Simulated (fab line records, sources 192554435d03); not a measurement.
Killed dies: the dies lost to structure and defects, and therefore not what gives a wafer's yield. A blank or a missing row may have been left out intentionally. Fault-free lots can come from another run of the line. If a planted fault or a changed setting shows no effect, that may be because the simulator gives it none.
Matching of chambers / flow n5-finfet / N5_BEOL_M4_ILD_DEP_00 on pecvd-03: 3 sister chambers
The step deposits SiOC from DEMS/O2, target thk 79 nm, time 15.3 s. 6 wafers are shown with their chamber, then 9 later ones without.

## WAFERS WITH THEIR CHAMBER
wafer=L091.3; chamber=0; showerhead-vpp-V (V)=1313; throttle-valve-pct (%)=12.0
wafer=L091.5; chamber=1; showerhead-vpp-V (V)=1340; throttle-valve-pct (%)=11.9
wafer=L091.6; chamber=0; showerhead-vpp-V (V)=1313; throttle-valve-pct (%)=11.5
wafer=L093.2; chamber=2; showerhead-vpp-V (V)=1252; throttle-valve-pct (%)=10.9
wafer=L093.4; chamber=2; showerhead-vpp-V (V)=1213; throttle-valve-pct (%)=11.3
wafer=L093.6; chamber=1; showerhead-vpp-V (V)=1325; throttle-valve-pct (%)=12.1

## WAFERS WITH NO CHAMBER GIVEN
wafer=L095.1; showerhead-vpp-V (V)=1258; throttle-valve-pct (%)=11.3
wafer=L095.3; showerhead-vpp-V (V)=1315; throttle-valve-pct (%)=12.0
wafer=L095.6; showerhead-vpp-V (V)=1316; throttle-valve-pct (%)=11.6
wafer=L097.1; showerhead-vpp-V (V)=1254; throttle-valve-pct (%)=11.3
wafer=L097.3; showerhead-vpp-V (V)=1323; throttle-valve-pct (%)=12.0
wafer=L097.6; showerhead-vpp-V (V)=1229; throttle-valve-pct (%)=11.4
wafer=L096.1; showerhead-vpp-V (V)=1339; throttle-valve-pct (%)=12.2
wafer=L096.4; showerhead-vpp-V (V)=1306; throttle-valve-pct (%)=11.5
wafer=L096.5; showerhead-vpp-V (V)=1340; throttle-valve-pct (%)=12.1

## WHICH CHAMBER EACH ONE RAN IN
wafer=L095.1; from the rows above=can't be placed: 2 or 0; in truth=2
wafer=L095.3; from the rows above=can't be placed: 0 or 1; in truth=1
wafer=L095.6; from the rows above=can't be placed: 0 or 1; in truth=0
wafer=L097.1; from the rows above=2; in truth=2
wafer=L097.3; from the rows above=can't be placed: 1 or 0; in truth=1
wafer=L097.6; from the rows above=2; in truth=2
wafer=L096.1; from the rows above=can't be placed: 1 or 0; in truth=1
wafer=L096.4; from the rows above=can't be placed: 0 or 1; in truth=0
wafer=L096.5; from the rows above=can't be placed: 1 or 0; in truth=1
Placed correctly: 2 of 9. Cannot be placed on the basis of these rows: 7; the candidates contain the true chamber in 7. Wrongly placed: 0.
How it was worked out, from the rows above alone: a wafer's distance from a chamber is the root of the sum, over the readings, of the square of ((its reading less the chamber's mean) divided by the reading's scatter). If the next closest chamber is less than 2 further off than the closest, the wafer can't be placed; otherwise it belongs to the closest. For every chamber, the mean is computed from those of its wafers that are shown. The scatter: the root of (the sum of the squares of (reading less its chamber's mean) over the shown wafers, divided by (wafers less chambers)).
